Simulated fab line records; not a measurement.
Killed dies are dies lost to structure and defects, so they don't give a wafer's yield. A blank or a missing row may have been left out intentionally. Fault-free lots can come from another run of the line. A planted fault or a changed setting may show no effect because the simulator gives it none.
The tool behind it: which one? | flow nand harc | 14 lots, 42 wafers sampled, at 5 steps of a route of 1302

WHAT EACH GAUGE READ, for each wafer
NHARC_THIN_TSV_CD_MEAS_12: the cd target is 1000 nm.
lot  | measured     | on        | cd nm (nm)
L311 | day 24 01:55 | cd sem-01 | 999.2 999.8 1000.6
L313 | day 24 18:05 | cd sem-01 | 998.6 996.9 999.1
L312 | day 25 00:10 | cd sem-02 | 998.4 997.1 998.8
L314 | day 24 19:20 | cd sem-02 | 999.0 997.2 999.8
L315 | day 25 13:15 | cd sem-01 | 996.2 997.5 996.5
L316 | day 25 12:03 | cd sem-02 | 999.7 997.9 1001.5
L318 | day 26 14:37 | cd sem-02 | 997.6 997.5 995.5
L323 | day 30 04:39 | cd sem-02 | 999.0 1000.8 1002.1
L324 | day 29 20:37 | cd sem-02 | 1000.8 1002.1 1002.7
L325 | day 30 08:53 | cd sem-01 | 1001.5 998.1 1000.5
L330 | day 32 18:05 | cd sem-03 | 997.9 1000.5 1001.6
L331 | day 32 23:34 | cd sem-03 | 1000.8 999.1 997.9
L332 | day 34 06:40 | cd sem-01 | 1000.6 999.1 1000.1
L333 | day 33 11:49 | cd sem-01 | 998.7 1000.5 998.3

NHARC_END_SORT_01.
lot  | measured     | on        | killed at array | killed at other | killed at periphery | killed dies | killed open | killed short
L323 | day 30 21:21 | prober-01 | 158 150 166     | 3 2 0           | 5 8 10              | 166 160 176 | 2 2 4       | 4 0 4
L324 | day 30 12:57 | prober-02 | 140 161 164     | 1 1 0           | 9 14 6              | 150 176 170 | 0 4 0       | 5 3 2

WHAT TOOL EACH LOT RAN ON (gives the tool, then ch and the chambers of the sampled wafers, and finally the start)
lot  | NHARC_A_ONON_D2_DEP_16           | NHARC_THIN_TSV_DEGAS_49      | NHARC_THIN_TSV_PVD_19
L311 | pecvd onon-01 ch 0, day 12 22:38 | pvd sputter-03, day 24 04:43 | pvd sputter-03, no start
L313 | pecvd onon-03 ch 0, day 13 23:14 | pvd sputter-03, day 24 20:55 | pvd sputter-03, no start
L312 | pecvd onon-01 ch 0, day 13 23:16 | pvd sputter-01, day 25 02:57 | pvd sputter-01, no start
L314 | pecvd onon-03 ch 0, day 14 03:20 | pvd sputter-02, day 24 22:07 | pvd sputter-02, no start
L315 | pecvd onon-02 ch 0, day 14 20:34 | pvd sputter-03, day 25 16:03 | pvd sputter-03, no start
L316 | pecvd onon-01 ch 0, day 14 20:37 | pvd sputter-03, day 25 14:50 | pvd sputter-03, no start
L318 | pecvd onon-01 ch 0, day 16 06:19 | pvd sputter-03, day 26 17:46 | pvd sputter-03, no start
L323 | pecvd onon-01 ch 0, day 18 21:26 | pvd sputter-01, day 30 07:38 | pvd sputter-01, day 30 21:21 or earlier
L324 | pecvd onon-01 ch 0, day 19 02:51 | pvd sputter-01, day 29 23:23 | pvd sputter-01, day 30 12:57 or earlier
L325 | pecvd onon-03 ch 0, day 19 03:01 | pvd sputter-02, day 30 11:38 | pvd sputter-02, no start
L330 | pecvd onon-01 ch 0, day 21 14:06 | pvd sputter-03, day 32 20:51 | pvd sputter-03, no start
L331 | pecvd onon-01 ch 0, day 22 02:01 | pvd sputter-02, day 33 02:20 | pvd sputter-02, no start
L332 | pecvd onon-01 ch 0, day 22 12:46 | pvd sputter-01, day 34 09:28 | pvd sputter-01, no start
L333 | pecvd onon-02 ch 0, day 22 12:46 | pvd sputter-02, day 33 14:39 | pvd sputter-02, no start
- NHARC_A_ONON_D2_DEP_16: target thk 1000 nm.
- NHARC_THIN_TSV_DEGAS_49: time 120 s.
- NHARC_THIN_TSV_PVD_19: deposits TaN, target thk 20 nm.

WHAT THE TOOLS THEMSELVES READ (means of the sampled wafers that have a number; where no wafer has one, the mark that the record gives instead)
NHARC_THIN_TSV_DEGAS_49.
lot  | tool           | heater power w (W)
L311 | pvd sputter-03 | 513
L313 | pvd sputter-03 | 513
L312 | pvd sputter-01 | 395
L314 | pvd sputter-02 | 469
L315 | pvd sputter-03 | 515
L316 | pvd sputter-03 | 501
L318 | pvd sputter-03 | 499
L323 | pvd sputter-01 | 458
L324 | pvd sputter-01 | 404
L325 | pvd sputter-02 | 528
L330 | pvd sputter-03 | 491
L331 | pvd sputter-02 | 424
L332 | pvd sputter-01 | 449
L333 | pvd sputter-02 | 495

NHARC_THIN_TSV_PVD_19.
lot  | tool           | throttle valve pct (%)
L311 | pvd sputter-03 | 30.6
L313 | pvd sputter-03 | 30.5
L312 | pvd sputter-01 | 29.4
L314 | pvd sputter-02 | 30.9
L315 | pvd sputter-03 | 30.2
L316 | pvd sputter-03 | 30.8
L318 | pvd sputter-03 | 29.7
L323 | pvd sputter-01 | 28.7
L324 | pvd sputter-01 | 28.7
L325 | pvd sputter-02 | 30.7
L330 | pvd sputter-03 | 30.4
L331 | pvd sputter-02 | 30.6
L332 | pvd sputter-01 | 28.7
L333 | pvd sputter-02 | 30.7

THE ANSWER, worked out from the rows above alone
Rule: the usual values come from the lots themselves. The widest of any qualifying gaps counts: lots, ordered by their means at a reading, are off when they make up no more than a third of the lots, leave a main group of 4 or more, and stand apart from it by 3 or more times the standard deviation of that group's means. Not used: any main group whose means are identical at the precision the tables above print for the reading. A lot without any number at a reading at which 4 lots or more have one is off too. Where the step has rows for the other lots, those lots are counted as sound. The gauges are gone through in route order, then the tools' own readings, and for those a lot's mean is taken as printed above. The first step at which some lot is off is used, and at that step the reading that is off furthest; a lot without a number counts as furthest.
No lot is off at any reading shown: from this, nothing can be told.

WHAT HAD BEEN PUT IN BY THE SIMULATOR
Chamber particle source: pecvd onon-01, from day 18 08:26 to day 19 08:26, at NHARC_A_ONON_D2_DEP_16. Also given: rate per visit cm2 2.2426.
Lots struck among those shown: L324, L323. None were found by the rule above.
